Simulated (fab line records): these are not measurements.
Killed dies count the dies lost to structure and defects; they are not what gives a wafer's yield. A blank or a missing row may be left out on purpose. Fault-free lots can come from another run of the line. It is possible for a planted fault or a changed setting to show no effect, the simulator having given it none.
Lot-split experiment | flow n5 finfet | 7 lots, 21 wafers read, on a route of 1938 steps

== THE SPLIT ITSELF ==
At N5_SD_EPI_N_EPI_21 (deposits Si:P, time 690 s), the setting temp c was moved away from the recipe's 680 C on 4 of the 21 wafers read, by -0.3% to +0.7%. The other wafers ran this setting at the recipe's value.

== FROM THE SPLIT TO THE READING: what the file shows between them, 8 steps ==
- N5_SD_EPI_P_COAT_03: resist thk 150 nm (also split here: spin rpm)
- N5_SD_EPI_P_EBR_05
- N5_SD_EPI_P_SOFTBAKE_04: time 60 s
- N5_SD_EPI_P_EXPOSE_06: exposes mask SD P BLK, target cd 240 nm
- N5_SD_EPI_P_PEB_07: peb time 60 s
- N5_SD_EPI_P_DEVELOP_08: develop time 30 s
- N5_SD_ACTIVATION_RTA_00: time 0 s
- N5_SD_ACTIVATION_LSA_01: time 0.0008 s

== THE READING ==
RS_SD_N (ohm/sq), read at N5_SD_ACTIVATION_RS_MEAS_03 with a four-point probe. On this fab line, fault-free wafers typically give 21.9 ohm/sq with a standard deviation of 0.33 ohm/sq.

wafer  | tool, chamber at the split | temp c as run, C | against the recipe | RS_SD_N, ohm/sq | against lot-mates on the recipe
L077.2 | epi rpcvd-02, 0            | 677.8            | -0.3%              | 22.4            | +0.8
L077.3 | epi rpcvd-02, 0            | 680              | recipe             | 21.8            | -
L077.6 | epi rpcvd-02, 0            | 680              | recipe             | 21.5            | -
L081.1 | epi rpcvd-03, 0            | 680              | recipe             | 21.7            | -
L081.4 | epi rpcvd-03, 0            | 680              | recipe             | 21.7            | -
L081.5 | epi rpcvd-03, 0            | 680              | recipe             | 21.9            | -
L082.1 | epi rpcvd-03, 0            | 680              | recipe             | 21.8            | -
L082.5 | epi rpcvd-03, 0            | 680              | recipe             | 21.6            | -
L082.6 | epi rpcvd-03, 0            | 681.4            | +0.2%              | 21.4            | -0.3
L087.1 | epi rpcvd-02, 0            | 683              | +0.4%              | 20.7            | -0.9
L087.4 | epi rpcvd-02, 0            | 680              | recipe             | 21.4            | -
L087.5 | epi rpcvd-02, 0            | 680              | recipe             | 21.9            | -
L089.1 | epi rpcvd-03, 0            | 680              | recipe             | 22.6            | -
L089.3 | epi rpcvd-03, 0            | 680              | recipe             | 22.4            | -
L089.5 | epi rpcvd-03, 0            | 680              | recipe             | 22.5            | -
L091.1 | epi rpcvd-02, 0            | 680              | recipe             | 21.9            | -
L091.2 | epi rpcvd-02, 0            | 680              | recipe             | 22.2            | -
L091.6 | epi rpcvd-02, 0            | 680              | recipe             | 22.0            | -
L096.1 | epi rpcvd-03, 0            | 680              | recipe             | 22.1            | -
L096.4 | epi rpcvd-03, 0            | 680              | recipe             | 21.9            | -
L096.5 | epi rpcvd-03, 0            | 684.6            | +0.7%              | 20.5            | -1.5

FIT RESULTS
A straight line over all 21 wafers: RS_SD_N changes by -2.19 ohm/sq for each +1% of temp c; r = -0.81; the points scatter about the line by 0.32 ohm/sq.
The same after taking each lot's own level away (the mean of its wafers on the recipe; 21 wafers): -2.19 ohm/sq for each +1%; r = -0.96; scatter 0.13 ohm/sq.
The reading moves by 1.5 ohm/sq for the largest change in temp c, on that fit.
The lots' own levels span 21.65 to 22.50 ohm/sq, that is 2.6 times the standard deviation above.
The two slopes are in agreement: the lot-to-lot level therefore moves the slope only a little.
Check: for one of the wafers moved furthest among these (+0.7%), held out of the fit, the line's prediction against its lot-mates is -1.43 ohm/sq. It came out at -1.5 ohm/sq against them.

== ADDITIONAL SPLITS CARRIED BY THESE WAFERS ==
Before the reading, these wafers also passed through other splits. Each is held against what the fit with the lots' levels taken away leaves over:
other split on the same wafers         | wafers away from the commonest value | r with RS_SD_N (lot level and that fit taken away)
N5_ZERO_LAYER_PECVD_02 time s          | 7                                    | -0.13
N5_PMOS_HMC_CHANNEL_EPI_ETCH_32 bias w | 9                                    | +0.16
N5_FIN_SAQP_PECVD_06 time s            | 8                                    | +0.26
N5_FIN_SAQP_PEB_14 peb time s          | 7                                    | -0.33
N5_SD_EPI_P_COAT_03 spin rpm           | 9                                    | -0.36

== THE WHOLE CHAIN: every reading that the file lists as answering this split, in the file's order ==
step                        | what it does                 | reading                                                                         | change (the file's fit)              | r (the file's)
N5_SD_EPI_N_EPI_21          | deposits Si:P, time 690 s    | Si-P_of_SD_EPI_N_EPI_21.thk nm (the simulator's own value, which no gauge read) | +6.53 nm for each +1% of the setting | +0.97
N5_SD_ACTIVATION_RS_MEAS_03 | measures by four-point-probe | RS_SD_N                                                                         | -2.18 for each +1% of the setting    | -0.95

== FILE'S OWN FIT ==
RS_SD_N changes by -2.18 ohm/sq for each +1% of temp c, r = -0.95.
